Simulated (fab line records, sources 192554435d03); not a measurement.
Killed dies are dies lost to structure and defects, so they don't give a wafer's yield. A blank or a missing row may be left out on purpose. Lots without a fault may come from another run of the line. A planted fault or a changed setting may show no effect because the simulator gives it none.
Split-lot experiment | flow n5_finfet | 7 lots, 21 wafers read, on a route of 1938 steps

THE SPLIT
At N5_HKMG_FIN_ETCH_55 (etches SOC in N2/H2, target depth 240 nm, time 300 s), the setting time_s was moved away from the recipe's 300 s on 7 of the 21 wafers read, by -18.5% to +22.2%. The other wafers ran this setting at the recipe's value.

The reading is taken at the split's own step.

THE READING
SiARC_of_HKMG_FIN_COAT_42.thk_nm (the simulator's own value, which no gauge read), in nm, at N5_HKMG_FIN_ETCH_55 (etches SOC in N2/H2, target depth 240 nm, time 300 s). The file gives no usual value for it. The 14 wafers here that ran the recipe average 21.1 nm, standard deviation 0.41 nm.

wafer  | tool, chamber at the split | time_s as run, s | against the recipe | SiARC_of_HKMG_FIN_COAT_42.thk_nm, nm | against lot-mates on the recipe
L077.1 | rie_diel-04, 2             | 300              | recipe             | 21.2                                 | -
L077.4 | rie_diel-04, 3             | 300              | recipe             | 21.4                                 | -
L077.6 | rie_diel-04, 1             | 244.5            | -18.5%             | 23.8                                 | +2.5
L080.2 | rie_diel-02, 3             | 300              | recipe             | 21.2                                 | -
L080.5 | rie_diel-02, 1             | 300              | recipe             | 20.8                                 | -
L080.6 | rie_diel-02, 2             | 300              | recipe             | 21.6                                 | -
L082.4 | rie_diel-02, 1             | 300              | recipe             | 20.8                                 | -
L082.5 | rie_diel-02, 0             | 300              | recipe             | 20.2                                 | -
L082.6 | rie_diel-02, 2             | 331.8            | +10.6%             | 19.8                                 | -0.7
L089.2 | rie_diel-02, 2             | 358              | +19.3%             | 19                                   | -2.4
L089.3 | rie_diel-02, 1             | 358              | +19.3%             | 18.2                                 | -3.2
L089.5 | rie_diel-02, 3             | 300              | recipe             | 21.4                                 | -
L090.3 | rie_diel-04, 1             | 300              | recipe             | 21                                   | -
L090.5 | rie_diel-04, 2             | 247.9            | -17.4%             | 23.6                                 | +2.6
L090.6 | rie_diel-04, 3             | 247.9            | -17.4%             | 23.8                                 | +2.8
L092.1 | rie_diel-04, 0             | 300              | recipe             | 20.6                                 | -
L092.4 | rie_diel-04, 3             | 300              | recipe             | 21.6                                 | -
L092.5 | rie_diel-04, 3             | 366.7            | +22.2%             | 18.6                                 | -2.5
L096.3 | rie_diel-04, 3             | 300              | recipe             | 21.6                                 | -
L096.5 | rie_diel-04, 2             | 300              | recipe             | 21.2                                 | -
L096.6 | rie_diel-04, 0             | 300              | recipe             | 20.8                                 | -

THE FIT
A straight line over all 21 wafers: SiARC_of_HKMG_FIN_COAT_42.thk_nm changes by -0.134 nm for each +1% of time_s; r = -0.97; the points scatter about the line by 0.4 nm.
The same after taking each lot's own level away (the mean of its wafers on the recipe; 21 wafers): -0.136 nm for each +1%; r = -0.97; scatter 0.38 nm.
On that fit, the largest move of time_s shifts the reading by 3 nm.
The lots' own levels span 20.50 to 21.40 nm, that is 2.2 times the standard deviation above.
So the lot-to-lot level changes the slope little: the two slopes agree.
Check: with one of the wafers moved furthest among these (+22.2%) left out of the fit, the line predicts -3.09 nm for it against its lot-mates. It came out at -2.5 nm against them.

OTHER SPLITS ON THESE WAFERS
These wafers also went through other splits before the reading. Each is held against what the fit with the lots' levels taken away leaves over:
other split on the same wafers  | wafers away from the commonest value | r with SiARC_of_HKMG_FIN_COAT_42.thk_nm (lot level and that fit taken away)
N5_FIN_SAQP_ETCH_52 source_w    | 7                                    | +0.18
N5_FIN_CUT_COAT_02 spin_rpm     | 10                                   | -0.30
N5_FIN_CUT_ETCH_21 time_s       | 8                                    | +0.22
N5_DUMMY_GATE_EXPOSE_12 dose_mj | 8                                    | +0.28
N5_SPACER0_ALD_00 ald_cycles    | 6                                    | +0.24
N5_SDB_HM_DEP_00 time_s         | 4                                    | +0.26
N5_SDB_COAT_03 spin_rpm         | 6                                    | -0.37

THE WHOLE CHAIN: every reading that the file lists as answering this split, in the file's order
step                | what it does                                         | reading                                                                           | change (the file's fit)               | r (the file's)
N5_HKMG_FIN_ETCH_55 | etches SOC in N2/H2, target depth 240 nm, time 300 s | HKMG_FIN.feature_depth_nm (the simulator's own value, which no gauge read)        | +2.49 nm for each +1% of the setting  | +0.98
N5_HKMG_FIN_ETCH_55 | etches SOC in N2/H2, target depth 240 nm, time 300 s | etch.depth_nm (the simulator's own value, which no gauge read)                    | +2.49 nm for each +1% of the setting  | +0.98
N5_HKMG_FIN_ETCH_55 | etches SOC in N2/H2, target depth 240 nm, time 300 s | SiARC_of_HKMG_FIN_COAT_42.thk_nm (the simulator's own value, which no gauge read) | -0.129 nm for each +1% of the setting | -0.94

THE FILE'S OWN FIT
SiARC_of_HKMG_FIN_COAT_42.thk_nm changes by -0.129 nm for each +1% of time_s, r = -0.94.
